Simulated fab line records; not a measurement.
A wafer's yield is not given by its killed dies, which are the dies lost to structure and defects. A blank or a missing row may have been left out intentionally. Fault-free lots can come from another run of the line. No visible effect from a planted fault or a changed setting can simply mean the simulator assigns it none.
The tool behind it: which one? | flow n5_finfet | 12 lots, 36 wafers sampled, at 2 steps of a route of 1938

## WHAT EACH GAUGE READ, for each wafer
N5_SDB_OVL_MEAS_12.
lot  | measured    | on         | SDB_OVL (nm)
L075 | day 4 04:48 | overlay-02 | 0.0 -1.0 -0.1
L077 | day 4 12:44 | overlay-02 | 0.6 1.5 -0.4
L079 | day 5 02:32 | overlay-01 | 0.7 0.9 1.8
L081 | day 5 12:39 | overlay-01 | 0.0 -0.4 0.3
L083 | day 5 22:07 | overlay-01 | -0.8 -1.1 -0.2
L085 | day 6 13:14 | overlay-02 | -0.1 -0.2 -0.1
L087 | day 7 00:40 | overlay-02 | 0.0 0.6 -0.1
L089 | day 7 15:16 | overlay-01 | 1.0 1.5 0.8
L091 | day 8 01:16 | overlay-02 | 0.8 0.1 0.2
L093 | day 8 13:22 | overlay-02 | 0.2 -0.4 0.3
L095 | day 8 23:54 | overlay-02 | -1.0 0.3 -1.1
L097 | day 9 12:47 | overlay-01 | -1.4 -0.6 -1.3

## EACH LOT AND THE TOOL THAT RAN IT (in order: tool; ch and the chambers of the sampled wafers; start)
lot  | N5_ILD0_CMP_07
L075 | cmp-01 ch 0,1,3, day 4 00:52
L077 | cmp-02 ch 0,2,3, day 4 08:41
L079 | cmp-01 ch 0,1, day 4 22:23
L081 | cmp-01 ch 0,2,3, day 5 08:36
L083 | cmp-02 ch 0,1,2, day 5 18:17
L085 | cmp-04 ch 1,2,3, day 6 09:15
L087 | cmp-04 ch 0,2,3, day 6 20:41
L089 | cmp-04 ch 0,1, day 7 11:11
L091 | cmp-02 ch 0,1, day 7 21:12
L093 | cmp-02 ch 0,1, day 8 09:14
L095 | cmp-01 ch 0,1,2, day 8 19:53
L097 | cmp-04 ch 0,3, day 9 08:38
- N5_ILD0_CMP_07: polishes SiO2 flowable, stops on poly-Si, t overpolish 1.18 s, target thk 138.88 nm.

## THE ANSWER, worked out from the rows above alone
Rule: what is usual is taken from the lots themselves. Put in order of their means at a reading, lots are off if they are a third of the lots or fewer, leave a main group of 4 or more, and stand apart from it by a gap of 3 or more times the standard deviation of the main group's means; of several such gaps the widest counts. Not used: any main group whose means are identical at the precision the tables above print for the reading. A lot without any number at a reading at which 4 lots or more have one is off too. Any other lot the step has rows for is counted as sound.
No lot is off on any of the readings shown, so nothing can be concluded from this.

## WHAT THE SIMULATOR HAD INSERTED
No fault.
